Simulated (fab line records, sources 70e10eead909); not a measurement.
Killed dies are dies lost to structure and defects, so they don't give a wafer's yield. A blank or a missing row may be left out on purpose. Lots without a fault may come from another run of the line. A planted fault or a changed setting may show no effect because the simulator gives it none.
fab line records | flow nand_harc
record lots=6 wafers=18 last_day=33
route steps=1302 shown A_CHANNEL_FILL_D1@496 END@1302
lots that met no fault: from a run of the same line without faults
start_h: hours from the record's first day to the start of the lot's first wafer shown | wait_h: hours since the lot's step before | " the same as in the row above | L1.1+2: a row that stands for several wafers | - no value, or no start given | * or withheld: withheld | < > ~ a bound
route shown NAME@n: a module of which the file shows steps, and the number in the route of the first | usual: mean/standard deviation of fault-free wafers | same: alike in all rows | chamber/n: place in a boat | sites: the reading at each site | _std_site: their standard deviation | _edge_site: outer sites' mean less inner sites' | radius_mm: how far each site lies from the wafer's centre | mask NAME#n: copy n | behind: the tool/chamber that last shaped the wafer | hold: why the lot was held/for how many hours/how that ended | device: the transistor (n, p or np) that didn't switch | end of line: the same wafers' tests at the end of the route | a step without rows: its recipe alone | killed: dies lost to structure and defects at the first sort, not the wafer's yield | map: a wafer's dies, x killed, . not, _ none there
set.NAME: the setting as run; set.NAME@STEP: as run at that earlier step | model.NAME: the simulator's own value behind a step, which no gauge read
lots at some steps of the route; a table a step, a row a wafer
services: from which hour (start_h, from the record's first day; less than 0 if before it) a tool's chamber was out of use, for how many hours, and why
## steps
# step NHARC_A_CHANNEL_FILL_D1_ALD_16
# recipe target_thk_a=15 pulse_time_s=10 ald_cycles=15 temp_c=300 material=SiO2
# usual heater_power_w=481/39 precursor_pulse_height_rel=1.002/0.019
# columns lot.wafer tool chamber start_h wait_h heater_power_w precursor_pulse_height_rel
L778.2 ald_hk-04 0 201.73 0.1 538 1.008
L778.3 " 2 " " 472 0.992
L778.5 " 0 " " 538 0.970
L785.3 ald_hk-02 1 268.22 0.3 504 1.008
L785.4 " 2 " " 463 1.022
L785.1 " 3 " " 426 0.985
L789.2 ald_hk-03 3 314.80 2.5 470 1.034
L789.6 " 3 " " 482 1.018
L789.5 " 0 " " 468 1.019
L791.4 ald_hk-04 3 325.72 0.1 453 1.005
L791.3 " 0 " " 519 0.970
L791.2 " 1 " " 451 1.010
L797.3 ald_hk-02 1 385.66 0.1 516 0.989
L797.5 " 3 " " 424 0.995
L797.6 " 0 " " 547 0.952
L801.1 ald_hk-04 2 424.61 0.0 489 0.988
L801.3 " 3 " " 452 1.013
L801.4 " 0 " " 518 1.025
# step NHARC_A_CHANNEL_FILL_D1_ANNEAL_17
# recipe temp_c=850 time_s=1800
# step NHARC_A_CHANNEL_FILL_D1_CVD_18
# recipe target_thk_a=30 temp_c=550 material=poly-Si
# step NHARC_A_CHANNEL_FILL_D1_ETCHBACK_19
# recipe target_depth_a=50 time_s=1.7 hbr_flow_sccm=150 cl2_flow_sccm=50 rf_w=400 icp_w=400 bias_w=100 chemistry=HBr/Cl2
# usual drypump_motor_current_A=5.7/0.44 oes_product_au=0.997/0.011 throttle_valve_pct=26.406/0.0085
# columns lot.wafer tool chamber start_h wait_h drypump_motor_current_A oes_product_au rf_hours_counter_h throttle_valve_pct
L778.2 rie_si-02 2 216.96 0.4 5.3 0.996 0.68 26.402
L778.3 " 3 " " 5.7 0.985 0.76 26.413
L778.5 " 1 " " 5.4 0.993 - 26.418
L785.1 rie_si-05 3 279.95 0.4 5.8 0.995 0.96 26.415
L785.4 " 0 " " 5.0 0.993 1.01 26.403
L785.3 " 2 " " 5.1 0.998 0.82 26.404
L789.2 rie_si-04 3 327.18 0.4 5.6 0.981 0.80 26.413
L789.6 " 2 " " 5.5 1.004 - 26.397
L789.5 " 3 " " 5.6 0.987 - 26.411
L791.2 rie_si-02 3 337.72 0.4 5.7 1.017 0.40 26.404
L791.4 " 0 " " 6.8 1.002 0.40 26.405
L791.3 " 1 " " 5.3 0.993 0.36 26.400
L797.3 rie_si-04 1 397.61 0.4 6.2 0.998 0.24 26.401
L797.6 " 2 " " 5.5 1.010 - 26.410
L797.5 " 3 " " 5.6 0.986 - 26.394
L801.3 rie_si-02 3 433.60 0.4 5.7 0.997 0.88 26.384
L801.1 " 0 " " 6.8 1.005 0.86 26.406
L801.4 " 2 " " 5.3 0.997 0.88 26.413
# step NHARC_A_CHANNEL_FILL_D1_ETCHBACK_20
# recipe target_depth_a=270 time_s=13.5 c4f8_flow_sccm=withheld o2_flow_sccm=8 ar_flow_sccm=withheld rf_w=600 bias_w=1500 chemistry=C4F8/O2/Ar
# usual oes_product_au=0.98/0.036 rf_vpp_V=979/6.1 run_length_s=34.6/0.37
# columns lot.wafer tool chamber start_h wait_h oes_product_au rf_hours_counter_h rf_vpp_V run_length_s
L778.3 rie_diel-11 2 217.07 - 0.92 7 976 35.4
L778.2 " 0 " " 0.92 7 980 34.2
L778.5 " 1 " " 0.94 - 987 34.7
L785.3 rie_diel-05 1 280.07 - 1.02 2 978 34.5
L785.1 " 3 " " 1.00 1 988 34.2
L785.4 " 0 " " 1.00 1 979 35.1
L789.2 rie_diel-05 1 327.32 - 1.01 5 977 34.6
L789.6 " 2 " " 0.99 - 973 34.7
L789.5 " 3 " " 1.00 - 987 34.3
L791.3 rie_diel-01 0 337.85 - 1.00 7 969 34.9
L791.4 " 2 " " 0.99 7 987 34.5
L791.2 " 3 " " 0.97 8 974 34.3
L797.3 rie_diel-11 3 397.72 - 0.93 8 971 34.3
L797.5 " 0 " " 0.93 - 981 34.7
L797.6 " 1 " " 0.93 - 988 34.9
L801.1 rie_diel-01 3 433.73 - 0.99 2 974 34.7
L801.3 " 1 " " 0.99 2 976 34.6
L801.4 " 2 " " 1.00 2 987 34.3
# step NHARC_A_CHANNEL_FILL_D1_STRIP_28
# recipe time_s=20 o2_flow_sccm=500 ar_flow_sccm=0 bias_w=0 chemistry=O2
# step NHARC_A_CHANNEL_FILL_D1_PRECLEAN_21
# recipe time_s=30 chemistry=dHF
# step NHARC_A_CHANNEL_FILL_D1_SRD_23
# step NHARC_A_CHANNEL_FILL_D1_CVD_05
# recipe target_thk_a=50 temp_c=550 material=poly-Si
# step NHARC_A_CHANNEL_FILL_D1_ANNEAL_22
# recipe temp_c=620 time_s=7200
# step NHARC_A_CHANNEL_FILL_D1_THK_MEAS_06
# recipe thk_meas_gauge=ellipsometry
# usual thk_nm=5.2/0.84
# columns lot.wafer tool chamber start_h wait_h thk_nm
L778.2 film_metro-01 - 229.12 0.4 5.7
L778.3 " - " " 4.3
L778.5 " - " " 6.8
L785.1 film_metro-02 - 291.76 0.4 3.5
L785.3 " - " " 6.1
L785.4 " - " " 4.7
L789.2 film_metro-02 - 340.42 0.4 6.4
L789.5 " - " " 4.6
L789.6 " - " " 6.0
L791.2 film_metro-01 - 349.69 0.4 5.8
L791.3 " - " " 4.6
L791.4 " - " " 4.8
L797.3 film_metro-01 - 409.50 0.4 6.4
L797.5 " - " " 5.8
L797.6 " - " " 3.2
L801.1 film_metro-01 - 445.57 0.4 4.3
L801.3 " - " " 4.6
L801.4 " - " " 3.7
# step NHARC_A_CHANNEL_FILL_D1_ALD_25
# recipe target_thk_a=600 pulse_time_s=10 ald_cycles=600 temp_c=300 material=SiOx
# usual heater_power_w=474/38 precursor_pulse_height_rel=1.001/0.021
# columns lot.wafer tool chamber start_h wait_h heater_power_w precursor_pulse_height_rel
L778.2 ald_hk-02 3 230.41 1.3 432 0.990
L778.3 " 0 " " 550 1.012
L778.5 " 1 " " 502 0.999
L785.4 ald_hk-04 1 291.82 0.1 438 1.029
L785.1 " 2 " " 486 0.977
L785.3 " 3 " " 455 1.007
L789.2 ald_hk-04 0 341.72 1.3 526 1.004
L789.5 " 2 342.97 2.5 477 1.015
L789.6 " 3 " " 457 0.996
L791.3 ald_hk-03 1 349.74 0.1 430 1.004
L791.4 " 2 " " 483 0.981
L791.2 " 0 351.59 1.9 454 0.987
L797.3 ald_hk-03 0 410.16 0.7 452 1.020
L797.5 " 3 412.00 2.5 467 0.974
L797.6 " 0 " " 446 1.028
L801.1 ald_hk-02 0 446.24 0.7 547 0.978
L801.4 " 1 " " 513 1.005
L801.3 " 2 " " 488 0.985
# step NHARC_A_CHANNEL_FILL_D1_ETCHBACK_08
# recipe target_depth_a=2200 time_s=110 c4f8_flow_sccm=20 ar_flow_sccm=withheld rf_w=600 bias_w=300 chemistry=C4F8
# usual oes_product_au=0.96/0.039 rf_vpp_V=440.9/3 run_length_s=131.3/0.38
# columns lot.wafer tool chamber start_h wait_h oes_product_au rf_hours_counter_h rf_vpp_V run_length_s
L778.2 rie_diel-11 0 234.76 - 0.92 8 442.8 130.9
L778.3 " 1 " " 0.94 7 445.5 131.6
L778.5 " 2 " " 0.92 - 441.2 131.3
L785.3 rie_diel-01 0 297.37 - 0.99 5 437.1 131.9
L785.1 " 1 " " 0.98 4 439.3 130.8
L785.4 " 3 " " 0.99 5 438.4 131.2
L789.2 rie_diel-11 3 346.11 - 1.02 6 437.6 149.0
L789.5 " 0 " " 1.02 - 443.7 149.9
L789.6 " 1 " " 1.03 - 445.6 149.8
L791.2 rie_diel-11 1 355.30 - 1.02 6 444.4 149.6
L791.4 " 2 " " 1.00 6 439.6 150.0
L791.3 " 3 " " 1.01 6 437.5 149.3
L797.3 rie_diel-11 3 415.07 - 0.95 9 437.1 131.4
L797.6 " 3 " " 0.96 - 437.3 130.7
L797.5 " 0 " " 0.93 - 441.9 131.0
L801.4 rie_diel-11 2 451.20 - 0.98 1 440.7 131.5
L801.3 " 3 " " 1.00 0 437.1 130.8
L801.1 " 0 " " 0.99 0 442.0 131.3
# step NHARC_A_CHANNEL_FILL_D1_STRIP_29
# recipe time_s=20 o2_flow_sccm=500 ar_flow_sccm=0 bias_w=0 chemistry=O2
# usual drypump_motor_current_A=5.6/0.57 oes_product_au=1.007/0.011 rf_vpp_V=57.7/0.86 showerhead_plenum_p_Torr=3.54/0.16 throttle_valve_pct=17.036/0.0091
# columns lot.wafer tool chamber start_h wait_h drypump_motor_current_A oes_product_au rf_hours_counter_h rf_vpp_V showerhead_plenum_p_Torr throttle_valve_pct
L778.3 rie_diel-11 2 - - 5.4 1.002 7 58.5 3.50 17.039
L778.2 " 3 " " 6.2 1.025 8 58.3 3.32 17.041
L778.5 " 1 " " 5.2 1.009 - 58.4 3.77 17.027
L785.3 rie_diel-01 2 - - 4.8 1.008 5 58.5 3.78 17.056
L785.4 " 3 " " 6.0 1.003 5 56.0 3.42 17.045
L785.1 " 0 " " 5.1 1.012 5 56.2 3.33 17.038
L789.2 rie_diel-11 2 - - 5.4 1.009 6 58.0 3.49 17.012
L789.6 " 3 " " 6.2 1.020 - 56.9 3.32 17.046
L789.5 " 0 " " 4.8 1.014 - 57.3 3.60 17.033
L791.3 rie_diel-11 3 - - 6.2 1.014 6 56.2 3.32 17.040
L791.4 " 0 " " 4.8 1.011 4 58.0 3.60 17.051
L791.2 " 1 " " 5.2 1.022 7 57.1 3.76 17.039
L797.3 rie_diel-11 3 - - 6.2 1.028 9 57.1 3.32 17.024
L797.5 " 3 " " 6.2 1.022 - 57.9 3.32 17.031
L797.6 " 0 " " 4.8 1.012 - 56.7 3.60 17.045
L801.3 rie_diel-11 1 - - 5.2 0.998 1 57.9 3.76 17.038
L801.4 " 3 " " 6.1 1.005 0 57.2 3.32 17.040
L801.1 " 0 " " 4.8 0.984 0 57.5 3.60 17.029
# step NHARC_END_SORT_01
# recipe temp_c=25
# usual killed_at_array=57/18 killed_at_other=0.8/1 killed_at_periphery=3.9/2.8 killed_dies=62/18 killed_open=3.4/1.8 killed_short=2.2/1.6
# same gross_dies=677
# columns lot.wafer tool chamber start_h wait_h killed_at_array killed_at_other killed_at_periphery killed_dies killed_open killed_short
L778.2 prober-02 0 588.66 2.8 67 0 1 68 6 1
L778.3 prober-02 0 589.46 3.1 69 2 3 74 4 3
L778.5 prober-02 0 591.04 3.7 68 2 5 75 7 4
L785.1 prober-01 0 622.44 2.5 33 0 2 35 5 0
L785.3 prober-01 0 624.02 3.1 48 1 5 54 3 2
L785.4 prober-01 0 624.81 3.4 28 2 4 34 4 1
L789.2 prober-01 0 677.73 2.8 10 2 1 13 2 2
L789.5 prober-01 0 680.12 3.7 29 1 2 32 3 3
L789.6 prober-01 0 680.91 4.0 29 1 3 33 6 3
# killed by level:class
L778.2 A_CHANNEL_HOLE_D1:chamber_film_flake=28 A_SLIT:chamber_film_flake=20 A_CHANNEL_HOLE_D2:chamber_film_flake=4 A_CONTACT:chamber_film_flake=3 A_DECK1_JOINT:geometric_particle:open=2 A_STAIRCASE:chamber_film_flake=2 P_M0:geometric_particle:open=1 A_CHANNEL_HOLE_D1:geometric_particle:short=1
L778.3 A_CHANNEL_HOLE_D1:chamber_film_flake=30 A_SLIT:chamber_film_flake=23 A_CHANNEL_HOLE_D2:chamber_film_flake=3 P_GATE:chamber_film_flake=2 A_CHANNEL_FILL_D2:chamber_film_flake=2 A_STAIRCASE:chamber_film_flake=2 A_CONTACT:chamber_film_flake=2 THIN_TSV:chamber_film_flake=2
L778.5 A_CHANNEL_HOLE_D1:chamber_film_flake=27 A_SLIT:chamber_film_flake=17 A_CHANNEL_HOLE_D2:chamber_film_flake=5 A_CHANNEL_FILL_D2:chamber_film_flake=4 P_GATE:chamber_film_flake=3 A_ONON_D2:geometric_particle:open=2 A_CHANNEL_FILL_D2:geometric_particle:short=2 A_STAIRCASE:chamber_film_flake=2
L785.1 A_SLIT:chamber_film_flake=19 A_CHANNEL_HOLE_D2:chamber_film_flake=4 A_CHANNEL_HOLE_D1:chamber_film_flake=3 P_STI:geometric_particle:open=1 A_CHANNEL_FILL_D1:geometric_particle:open=1 A_DECK1_JOINT:geometric_particle:open=1 A_CHANNEL_HOLE_D2:geometric_particle:open=1 A_CONTACT:geometric_particle:open=1
L785.3 A_SLIT:chamber_film_flake=29 A_CHANNEL_HOLE_D2:chamber_film_flake=9 A_DECK1_JOINT:geometric_particle:open=2 A_CHANNEL_HOLE_D1:chamber_film_flake=2 A_CONTACT:chamber_film_flake=2 P_CONTACT:geometric_particle:short=1 P_CONTACT:geometric_particle:open=1 A_CHANNEL_FILL_D1:geometric_particle:short=1
L785.4 A_SLIT:chamber_film_flake=13 A_CHANNEL_HOLE_D2:chamber_film_flake=8 A_CHANNEL_HOLE_D1:chamber_film_flake=3 THIN_TSV:chamber_film_flake=2 P_GATE:geometric_particle:open=1 P_CONTACT:geometric_particle:short=1 A_CHANNEL_FILL_D2:geometric_particle:open=1 A_WL_FILL:geometric_particle:open=1
L789.2 A_CHANNEL_HOLE_D1:chamber_film_flake=5 A_ZERO_WELL:chamber_film_flake=2 P_M0:geometric_particle:open=1 A_CHANNEL_FILL_D2:geometric_particle:short=1 A_SGD_CUT:geometric_particle:open=1 STARTING-WAFER:geometric_particle:short=1 A_SLIT:chamber_film_flake=1 THIN_TSV:chamber_film_flake=1
L789.5 A_CHANNEL_HOLE_D1:chamber_film_flake=11 A_CONTACT:chamber_film_flake=4 A_SLIT:chamber_film_flake=3 A_SOURCE_PLATE:geometric_particle:short=2 A_WL_FILL:geometric_particle:open=2 A_STAIRCASE:chamber_film_flake=2 A_CHANNEL_FILL_D2:geometric_particle:open=1 A_SGD_CUT:geometric_particle:short=1
L789.6 A_CHANNEL_HOLE_D1:chamber_film_flake=8 A_SGD_CUT:geometric_particle:open=4 A_SLIT:chamber_film_flake=2 A_WL_FILL:chamber_film_flake=2 A_CONTACT:chamber_film_flake=2 A_BLC:chamber_film_flake=2 P_M0:geometric_particle:open=1 A_CHANNEL_HOLE_D2:geometric_particle:short=1
## services
# columns tool chamber start_h hours kind
rie_diel-01 - 184.45 1.1 repair
rie_diel-11 1 195.20 5.8 repair
rie_diel-01 - 198.81 0.7 repair
rie_diel-01 - 203.85 9.0 pm
rie_diel-11 2 204.39 2.9 repair
rie_diel-11 0 204.61 4.7 repair
ald_hk-03 - 218.85 10.0 pm
rie_diel-01 - 225.96 3.8 repair
rie_diel-05 - 229.66 9.0 pm
rie_diel-11 3 237.59 4.0 repair
ald_hk-04 - 254.87 10.0 pm
rie_diel-11 - 255.50 9.0 pm
rie_si-02 - 277.00 9.0 pm
ald_hk-04 - 286.07 4.4 repair
rie_diel-01 - 308.35 1.8 repair
rie_diel-11 0 322.30 8.7 repair
rie_diel-11 - 334.72 6.5 repair
ald_hk-02 - 348.00 10.0 pm
rie_diel-11 - 348.91 0.4 repair
rie_si-02 0 349.11 1.9 repair
rie_diel-01 - 380.85 9.0 pm
rie_diel-11 3 390.88 4.5 repair
rie_diel-11 - 432.50 9.0 pm
rie_si-02 3 446.84 12.8 repair
## key
first_sign step=NHARC_A_CHANNEL_FILL_D1_ETCHBACK_08 reading=run_length_s direction=up sigmas=49 usual=* struck=*
effect none on later readings
met_at NHARC_A_CHANNEL_FILL_D1_ETCHBACK_08
struck_wafers L789.2,L789.5,L789.6,L791.2,L791.3,L791.4
tester_left_out L789,L791
onset_between 234.76 346.11
fault kind=process_parameter_drift tool=rie_diel-11 chamber=- onset_h=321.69 steps=NHARC_A_CHANNEL_FILL_D1_ETCHBACK_08 channel=time_s offset=* shape=step end_h=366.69 acts_in=* stated=*
# tester_left_out: of these lots the tester's yield and bins aren't shown, on N5 and GAA mostly nor the transistor test; their killed dies are dies lost to structure and defects alone, not to doping, threshold or leakage, so they don't give the yield
